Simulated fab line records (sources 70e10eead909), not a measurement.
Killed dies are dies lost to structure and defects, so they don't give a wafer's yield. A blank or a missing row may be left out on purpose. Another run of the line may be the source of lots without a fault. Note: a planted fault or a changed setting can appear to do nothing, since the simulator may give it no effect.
Matching of chambers ; flow nandHarc ; NHARC_P_CONTACT_ETCH_35 on rieDiel-02: 4 sister chambers
The step etches the open film in CF4, target depth 39 nm, time 65 s. 7 wafers are shown with their chamber, then 7 later ones without.

## WAFERS PAIRED WITH THEIR CHAMBERS
wafer;chamber;oesProductAu (a.u.);rfVppV (V)
L079.1;2;1.007;150.1
L079.5;2;1.000;150.1
L081.4;1;0.991;151.0
L086.1;0;1.000;150.7
L086.5;3;0.992;150.6
L087.1;0;0.999;151.2
L087.2;3;1.011;150.2

## WAFERS WITHOUT THEIR CHAMBER
wafer;oesProductAu (a.u.);rfVppV (V)
L087.6;0.998;151.3
L089.2;0.983;148.3
L089.4;1.007;150.8
L089.6;0.986;150.8
L095.1;0.994;148.9
L095.2;0.987;149.4
L095.6;0.988;150.6

## THE CHAMBER EACH PASSED THROUGH
wafer;from the rows above;in truth
L087.6;can't be placed: 0 or 1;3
L089.2;can't be placed: 2 or 3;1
L089.4;can't be placed: 0 or 3 or 1 or 2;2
L089.6;can't be placed: 1 or 0 or 3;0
L095.1;can't be placed: 2 or 3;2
L095.2;can't be placed: 2 or 3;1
L095.6;can't be placed: 1 or 3 or 0 or 2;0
Correct placement for 0 of the 7. These rows do not allow placing 7 (true chamber among the candidates in 4). Wrongly placed: 0.
How it was worked out, from the rows above alone: a wafer's distance from a chamber is the root of the sum, over the readings, of the square of ((its reading less the chamber's mean) divided by the reading's scatter). If the next closest chamber is less than 2 further off than the closest, the wafer can't be placed; otherwise it belongs to the closest. Each chamber's mean is taken over the wafers shown for it. The scatter is the square root of a quotient: the sum, over the shown wafers, of each reading's squared deviation from its chamber's mean, divided by wafers minus chambers.
